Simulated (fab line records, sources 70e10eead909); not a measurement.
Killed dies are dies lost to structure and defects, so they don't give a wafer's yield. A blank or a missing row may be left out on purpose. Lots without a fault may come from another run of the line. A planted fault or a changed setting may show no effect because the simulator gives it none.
fab line records | flow nand_harc
record lots=6 wafers=18 last_day=33
route steps=1302 shown A_M1@1191 A_BONDPAD@1202 END@1302
lots that met no fault: from a run of the same line without faults
start_h: hours from the record's first day to the start of the lot's first wafer shown | wait_h: hours since the lot's step before | " the same as in the row above | L1.1+2: a row that stands for several wafers | - no value, or no start given | * or withheld: withheld | < > ~ a bound
route shown NAME@n: a module of which the file shows steps, and the number in the route of the first | usual: mean/standard deviation of fault-free wafers | same: alike in all rows | chamber/n: place in a boat | sites: the reading at each site | _std_site: their standard deviation | _edge_site: outer sites' mean less inner sites' | radius_mm: how far each site lies from the wafer's centre | mask NAME#n: copy n | behind: the tool/chamber that last shaped the wafer | hold: why the lot was held/for how many hours/how that ended | device: the transistor (n, p or np) that didn't switch | end of line: the same wafers' tests at the end of the route | a step without rows: its recipe alone | killed: dies lost to structure and defects at the first sort, not the wafer's yield | map: a wafer's dies, x killed, . not, _ none there
set.NAME: the setting as run; set.NAME@STEP: as run at that earlier step | model.NAME: the simulator's own value behind a step, which no gauge read
lots at some steps of the route; a table a step, a row a wafer
services: from which hour (start_h, from the record's first day; less than 0 if before it) a tool's chamber was out of use, for how many hours, and why
## steps
# step NHARC_A_M1_PVD_20
# recipe target_thk_a=50 bias_v=168.6 power_w=15000 chamber_pressure_pa=0.12 time_s=8.06 substrate_temp_c=50 material=TaN
# usual throttle_valve_pct=29.9/1.3
# columns lot.wafer tool chamber start_h wait_h throttle_valve_pct
L305.2 pvd_sputter-02 - - - 27.6
L305.4 " - " " 30.2
L305.6 " - " " 30.2
L309.1 pvd_sputter-01 - - - 30.9
L309.4 " - " " 30.6
L309.6 " - " " 29.9
L315.1 pvd_sputter-01 - - - 31.4
L315.3 " - " " 29.9
L315.6 " - " " 29.2
L314.4 pvd_sputter-03 - - - 27.7
L314.5 " - " " 30.7
L314.6 " - " " 30.3
L318.4 pvd_sputter-02 - - - 31.6
L318.3 " - " " 29.5
L318.6 " - " " 30.7
L323.4 pvd_sputter-02 - - - 27.3
L323.5 " - " " 31.7
L323.6 " - " " 29.3
# step NHARC_A_M1_PVD_21
# recipe target_thk_a=300 chamber_pressure_pa=5 power_w=5000 substrate_temp_c=30 time_s=20.49 material=Cu
# step NHARC_A_M1_ECD_22
# recipe target_thk_a=4000 bath_temp_c=25 material=Cu
# step NHARC_A_M1_ANNEAL_31
# recipe temp_c=225 time_s=90
# usual wafer_temp_C_max=225.77/0.26
# columns lot.wafer tool chamber start_h wait_h wafer_temp_C_max
L305.2 rtp_anneal-02 0 588.00 - 225.85
L305.4 " 0 " " 225.55
L305.6 " 0 " " 225.91
L309.1 rtp_anneal-01 0 614.35 - 225.64
L309.4 " 0 " " 225.80
L309.6 " 0 " " 225.76
L315.1 rtp_anneal-02 0 671.33 - 226.04
L315.3 " 0 " " 225.80
L315.6 " 0 " " 225.79
L314.4 rtp_anneal-02 0 681.79 - 226.22
L314.5 " 0 " " 225.90
L314.6 " 0 " " 226.05
L318.3 rtp_anneal-01 0 700.17 - 225.58
L318.4 " 0 " " 225.54
L318.6 " 0 " " 225.89
L323.4 rtp_anneal-01 0 753.33 - 225.46
L323.5 " 0 " " 225.57
L323.6 " 0 " " 225.83
# step NHARC_A_M1_CMP_23
# recipe t_overpolish_s=20 target_thk_nm=154.34
# usual edge_zone_pressure_frac=1.000/0.0053 motor_current_A=12.0/1.1 time_to_endpoint_s=29.0/2.9
# columns lot.wafer tool chamber start_h wait_h edge_zone_pressure_frac motor_current_A time_to_endpoint_s
L305.4 cmp-01 3 588.32 - 1.002 11.8 26.8
L305.2 " 1 " " 1.001 11.4 31.3
L305.6 " 0 " " 0.988 14.2 31.4
L309.4 cmp-01 2 614.76 - 1.010 12.3 28.6
L309.1 " 3 " " 1.003 12.4 27.2
L309.6 " 1 " " 0.997 11.1 30.2
L315.3 cmp-01 3 671.70 - 0.986 12.3 31.7
L315.1 " 0 " " 1.006 13.8 34.2
L315.6 " 2 " " 1.001 11.6 30.3
L314.4 cmp-04 3 681.97 - 0.997 11.4 26.1
L314.6 " 3 " " 1.002 11.1 24.4
L314.5 " 0 " " 1.007 10.2 24.5
L318.4 cmp-03 1 700.47 - 0.997 12.4 28.0
L318.3 " 2 " " 1.009 12.3 29.2
L318.6 " 0 " " 0.999 12.2 29.3
L323.4 cmp-04 2 753.52 - 0.997 12.4 29.5
L323.6 " 2 " " 0.995 14.0 28.8
L323.5 " 3 " " 1.007 11.2 25.3
# step NHARC_A_M1_THK_MEAS_24
# recipe thk_meas_gauge=xrf
# usual thk_nm=154.3/1.3
# columns lot.wafer tool chamber start_h wait_h thk_nm
L305.2 film_metro-02 - 588.63 - 155.2
L305.4 " - " " 152.7
L305.6 " - " " 154.3
L309.1 film_metro-01 - 615.02 - 156.5
L309.4 " - " " 155.3
L309.6 " - " " 153.6
L315.1 film_metro-01 - 671.99 - 155.7
L315.3 " - " " 154.0
L315.6 " - " " 154.6
L314.4 film_metro-01 - 682.29 - 154.9
L314.5 " - " " 151.6
L314.6 " - " " 152.2
L318.3 film_metro-01 - 700.73 - 152.4
L318.4 " - " " 154.7
L318.6 " - " " 156.1
L323.4 film_metro-02 - 753.85 - 155.2
L323.5 " - " " 154.6
L323.6 " - " " 154.3
# step NHARC_A_M1_SRD_25
# step NHARC_A_M1_INSPECT_27
# usual raw_defect_count=490/88
# columns lot.wafer tool chamber start_h wait_h raw_defect_count
L305.2 defect_inspect-01 - 588.79 0.0 562
L305.4 " - " " 616
L305.6 " - " " 493
L309.1 defect_inspect-01 - 615.18 0.0 600
L309.4 " - " " 636
L309.6 " - " " 618
L315.1 defect_inspect-01 - 672.14 0.0 479
L315.3 " - " " 489
L315.6 " - " " 529
L314.4 defect_inspect-02 - 682.44 0.0 504
L314.5 " - " " 435
L314.6 " - " " 458
L318.3 defect_inspect-02 - 700.88 0.0 352
L318.4 " - " " 394
L318.6 " - " " 320
L323.4 defect_inspect-01 - 754.00 0.0 403
L323.5 " - " " 526
L323.6 " - " " 488
# step NHARC_A_M1_PRE_CLEAN_32
# recipe time_s=12 temp_c=370 rf_power_w=300 gas=NH3
# usual heater_power_outer_w=367/41 heater_power_w=633/65
# columns lot.wafer tool chamber start_h wait_h heater_power_outer_w heater_power_w
L305.2 pecvd-04 2 588.88 0.1 351 594
L305.6 " 1 " " 395 639
L305.4 " 2 " " 353 612
L309.1 pecvd-02 2 615.27 0.1 428 663
L309.4 " 1 " " 277 514
L309.6 " 2 " " 409 669
L315.3 pecvd-03 2 672.22 0.1 379 668
L315.1 " 0 " " 323 570
L315.6 " 1 " " 377 703
L314.5 pecvd-03 0 682.55 0.1 378 670
L314.4 " 1 " " 394 771
L314.6 " 2 " " 397 686
L318.3 pecvd-03 1 700.96 0.1 418 781
L318.6 " 1 " " 416 765
L318.4 " 2 " " 400 702
L323.5 pecvd-03 1 754.11 0.1 404 744
L323.4 " 2 " " 378 637
L323.6 " 0 " " 445 732
# step NHARC_A_M1_DEP_33
# recipe target_thk_a=300 temp_c=370 target_thk_nm=30 pressure_torr=3 flow_sccm=200 rf_w=450 material=SiCN
# usual heater_power_outer_w=330/37 heater_power_w=586/60
# columns lot.wafer tool chamber start_h wait_h heater_power_outer_w heater_power_w
L305.2 pecvd-04 2 589.02 0.1 343 632
L305.6 " 1 " " 349 575
L305.4 " 2 " " 352 621
L309.1 pecvd-02 2 615.41 0.1 331 575
L309.4 " 1 " " 317 573
L309.6 " 2 " " 343 565
L315.3 pecvd-03 2 672.33 0.1 300 554
L315.1 " 0 " " 327 599
L315.6 " 1 " " 336 673
L314.5 pecvd-03 0 682.72 0.2 348 595
L314.4 " 1 " " 361 715
L314.6 " 2 " " 372 654
L318.3 pecvd-03 1 701.07 0.1 361 691
L318.6 " 1 " " 358 692
L318.4 " 2 " " 319 588
L323.5 pecvd-03 1 754.28 0.2 365 696
L323.4 " 2 " " 363 613
L323.6 " 0 " " 385 667
# step NHARC_A_BONDPAD_DEP_00
# recipe target_thk_a=2500 temp_c=370 target_thk_nm=250 pressure_torr=3 flow_sccm=200 rf_w=450 material=SiCN
# step NHARC_A_BONDPAD_CMP_29
# recipe target_thk_nm=200 material=SiCN
# usual edge_zone_pressure_frac=1.000/0.0046 motor_current_A=12.3/0.94
# columns lot.wafer tool chamber start_h wait_h edge_zone_pressure_frac motor_current_A
L305.4 cmp-02 3 590.04 0.3 0.997 13.6
L305.2 " 1 " " 0.998 11.2
L305.6 " 3 " " 1.000 13.6
L309.1 cmp-03 0 616.29 - 1.004 12.5
L309.4 " 2 " " 1.003 11.8
L309.6 " 1 " " 1.000 13.4
L315.3 cmp-01 0 673.27 - 0.993 13.7
L315.1 " 1 " " 0.999 11.0
L315.6 " 3 " " 0.998 12.1
L314.4 cmp-02 0 683.62 - - -
L314.6 " 1 " " - -
L314.5 " 2 " " - -
L318.3 cmp-02 3 702.03 - - -
L318.4 " 0 " " - -
L318.6 " 1 " " - -
L323.4 cmp-03 0 755.34 - 0.989 12.2
L323.6 " 2 " " 1.004 12.2
L323.5 " 3 " " 1.006 11.1
# step NHARC_A_BONDPAD_THK_MEAS_30
# recipe thk_meas_gauge=ellipsometry
# usual thk_nm=200.6/1.5
# columns lot.wafer tool chamber start_h wait_h thk_nm
L305.2 film_metro-01 - 590.29 0.2 200.9
L305.4 " - " " 202.0
L305.6 " - " " 201.0
L309.1 film_metro-02 - 616.54 0.2 200.9
L309.4 " - " " 200.5
L309.6 " - " " 200.9
L315.1 film_metro-02 - 673.50 0.2 203.3
L315.3 " - " " 202.3
L315.6 " - " " 203.4
L314.4 film_metro-01 - 683.80 0.2 254.8
L314.5 " - " " 257.9
L314.6 " - " " 255.5
L318.3 film_metro-01 - 702.23 0.2 240.8
L318.4 " - " " 252.7
L318.6 " - " " 252.2
L323.4 film_metro-02 - 755.55 0.2 199.9
L323.5 " - " " 196.3
L323.6 " - " " 197.7
# step NHARC_A_BONDPAD_SRD_31
# step NHARC_END_SORT_01
# recipe temp_c=25
# usual defect_limited_yield=90.9/2.6 killed_at_array=57/18 killed_at_other=0.9/1.3 killed_at_periphery=3.5/2.2 killed_dies=62/18 killed_open=3.0/1.7 killed_short=2.3/1.5
# same gross_dies=677
# columns lot.wafer tool chamber start_h wait_h defect_limited_yield[%] killed_at_array killed_at_other killed_at_periphery killed_dies killed_open killed_short
L314.4 prober-02 0 717.58 3.4 0 671 4 2 677 3 3
L314.5 prober-02 0 718.38 3.7 0 674 1 2 677 2 3
L314.6 prober-02 0 719.19 4.0 0 675 0 2 677 1 1
L318.3 prober-01 0 734.67 3.1 0 670 1 6 677 3 2
L318.4 prober-01 0 735.47 3.4 0 672 1 4 677 1 2
L318.6 prober-01 0 737.06 4.0 0 671 0 6 677 3 2
# killed by level:class
L314.4 A_BONDPAD:area_cmp=619 A_CHANNEL_HOLE_D1:chamber_film_flake=31 A_SGD_CUT:chamber_film_flake=5 A_SLIT:chamber_film_flake=4 A_DECK1_JOINT:chamber_film_flake=3 A_CONTACT:chamber_film_flake=3 THIN_TSV:chamber_film_flake=3 P_GATE:chamber_film_flake=2
L314.5 A_BONDPAD:area_cmp=622 A_CHANNEL_HOLE_D1:chamber_film_flake=35 A_CONTACT:chamber_film_flake=3 A_SGD_CUT:chamber_film_flake=3 A_SLIT:chamber_film_flake=3 A_DECK1_JOINT:chamber_film_flake=2 A_STAIRCASE:chamber_film_flake=2 P_CONTACT:geometric_particle:open=1
L314.6 A_BONDPAD:area_cmp=628 A_CHANNEL_HOLE_D1:chamber_film_flake=35 A_SGD_CUT:chamber_film_flake=4 A_SLIT:chamber_film_flake=2 A_STAIRCASE:chamber_film_flake=2 P_M2:geometric_particle:short=1 A_ONON_D1:geometric_particle:open=1 P_M0:chamber_film_flake=1
L318.3 A_BONDPAD:area_cmp=602 A_CHANNEL_HOLE_D2:chamber_film_flake=33 A_CHANNEL_HOLE_D1:chamber_film_flake=14 A_CONTACT:chamber_film_flake=7 A_SLIT:chamber_film_flake=5 P_GATE:chamber_film_flake=3 A_STAIRCASE:chamber_film_flake=3 A_WL_FILL:chamber_film_flake=2
L318.4 A_BONDPAD:area_cmp=622 A_CHANNEL_HOLE_D2:chamber_film_flake=25 A_CHANNEL_HOLE_D1:chamber_film_flake=6 A_CONTACT:chamber_film_flake=6 A_STAIRCASE:chamber_film_flake=5 A_WL_FILL:chamber_film_flake=3 A_SLIT:chamber_film_flake=3 P_GATE:chamber_film_flake=2
L318.6 A_BONDPAD:area_cmp=624 A_CHANNEL_HOLE_D2:chamber_film_flake=20 A_CHANNEL_HOLE_D1:chamber_film_flake=7 A_SLIT:chamber_film_flake=5 A_CONTACT:chamber_film_flake=4 P_GATE:chamber_film_flake=3 A_WL_FILL:chamber_film_flake=3 P_STI:chamber_film_flake=2
# map L314.4 (x killed, . not)
____________x____________
_________xxxxxxx_________
_______xxxxxxxxxxx_______
______xxxxxxxxxxxxx______
_____xxxxxxxxxxxxxxx_____
____xxxxxxxxxxxxxxxxx____
____xxxxxxxxxxxxxxxxx____
___xxxxxxxxxxxxxxxxxxx___
___xxxxxxxxxxxxxxxxxxx___
__xxxxxxxxxxxxxxxxxxxxx__
__xxxxxxxxxxxxxxxxxxxxx__
_xxxxxxxxxxxxxxxxxxxxxxx_
_xxxxxxxxxxxxxxxxxxxxxxx_
_xxxxxxxxxxxxxxxxxxxxxxx_
_xxxxxxxxxxxxxxxxxxxxxxx_
_xxxxxxxxxxxxxxxxxxxxxxx_
xxxxxxxxxxxxxxxxxxxxxxxxx
xxxxxxxxxxxxxxxxxxxxxxxxx
xxxxxxxxxxxxxxxxxxxxxxxxx
xxxxxxxxxxxxxxxxxxxxxxxxx
xxxxxxxxxxxxxxxxxxxxxxxxx
_xxxxxxxxxxxxxxxxxxxxxxx_
_xxxxxxxxxxxxxxxxxxxxxxx_
_xxxxxxxxxxxxxxxxxxxxxxx_
_xxxxxxxxxxxxxxxxxxxxxxx_
_xxxxxxxxxxxxxxxxxxxxxxx_
__xxxxxxxxxxxxxxxxxxxxx__
__xxxxxxxxxxxxxxxxxxxxx__
___xxxxxxxxxxxxxxxxxxx___
___xxxxxxxxxxxxxxxxxxx___
____xxxxxxxxxxxxxxxxx____
____xxxxxxxxxxxxxxxxx____
_____xxxxxxxxxxxxxxx_____
______xxxxxxxxxxxxx______
_______xxxxxxxxxxx_______
_________xxxxxxx_________
____________x____________
# map L318.3 (x killed, . not)
____________x____________
_________xxxxxxx_________
_______xxxxxxxxxxx_______
______xxxxxxxxxxxxx______
_____xxxxxxxxxxxxxxx_____
____xxxxxxxxxxxxxxxxx____
____xxxxxxxxxxxxxxxxx____
___xxxxxxxxxxxxxxxxxxx___
___xxxxxxxxxxxxxxxxxxx___
__xxxxxxxxxxxxxxxxxxxxx__
__xxxxxxxxxxxxxxxxxxxxx__
_xxxxxxxxxxxxxxxxxxxxxxx_
_xxxxxxxxxxxxxxxxxxxxxxx_
_xxxxxxxxxxxxxxxxxxxxxxx_
_xxxxxxxxxxxxxxxxxxxxxxx_
_xxxxxxxxxxxxxxxxxxxxxxx_
xxxxxxxxxxxxxxxxxxxxxxxxx
xxxxxxxxxxxxxxxxxxxxxxxxx
xxxxxxxxxxxxxxxxxxxxxxxxx
xxxxxxxxxxxxxxxxxxxxxxxxx
xxxxxxxxxxxxxxxxxxxxxxxxx
_xxxxxxxxxxxxxxxxxxxxxxx_
_xxxxxxxxxxxxxxxxxxxxxxx_
_xxxxxxxxxxxxxxxxxxxxxxx_
_xxxxxxxxxxxxxxxxxxxxxxx_
_xxxxxxxxxxxxxxxxxxxxxxx_
__xxxxxxxxxxxxxxxxxxxxx__
__xxxxxxxxxxxxxxxxxxxxx__
___xxxxxxxxxxxxxxxxxxx___
___xxxxxxxxxxxxxxxxxxx___
____xxxxxxxxxxxxxxxxx____
____xxxxxxxxxxxxxxxxx____
_____xxxxxxxxxxxxxxx_____
______xxxxxxxxxxxxx______
_______xxxxxxxxxxx_______
_________xxxxxxx_________
____________x____________
## services
# columns tool chamber start_h hours kind
pecvd-03 - 564.50 1.8 repair
pecvd-03 2 571.26 2.0 repair
cmp-01 - 581.44 4.0 pm
cmp-01 - 589.34 12.5 repair
cmp-01 - 618.98 0.5 repair
cmp-02 - 624.50 4.0 pm
cmp-03 - 628.73 0.9 repair
cmp-01 - 633.89 2.1 repair
pvd_sputter-02 - 638.00 10.0 pm
cmp-02 - 641.12 5.9 repair
pecvd-03 - 645.05 18.7 repair
cmp-03 - 653.05 4.0 pm
cmp-01 - 679.44 4.0 pm
cmp-01 - 693.10 0.9 repair
cmp-02 - 722.53 4.0 pm
cmp-02 - 727.78 1.5 repair
pecvd-03 - 728.08 13.0 pm
cmp-01 - 738.19 2.9 repair
cmp-02 - 738.51 0.8 repair
rtp_anneal-02 - 744.00 12.0 pm
cmp-01 - 745.86 0.9 repair
cmp-03 - 751.05 4.0 pm
cmp-01 - 752.19 7.3 repair
cmp-02 - 754.70 2.1 repair
## key
first_sign step=NHARC_A_BONDPAD_CMP_29 reading=tool_record direction=missing
effect step=NHARC_A_BONDPAD_THK_MEAS_30 reading=thk_nm direction=up sigmas=35 usual=200.6 struck=252.3
effect step=NHARC_END_SORT_01 reading=defect_limited_yield direction=down sigmas=35 usual=90.9 struck=0
more_kills_born_at NHARC_A_BONDPAD_CMP_29@cmp-02=3717
met_at NHARC_A_BONDPAD_CMP_29
struck_wafers L314.4,L314.5,L314.6,L318.3,L318.4,L318.6
later_rows_left_out L314.4,L314.5,L314.6,L318.3,L318.4,L318.6
onset_between 590.04 683.62
fault kind=skipped_step_whole tool=cmp-02 chamber=- onset_h=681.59 steps=NHARC_A_BONDPAD_CMP_29 scope=struck_lots_only
# later_rows_left_out: the simulator's readings of these wafers behind a module that went badly wrong aren't trusted and aren't shown, but for the sort
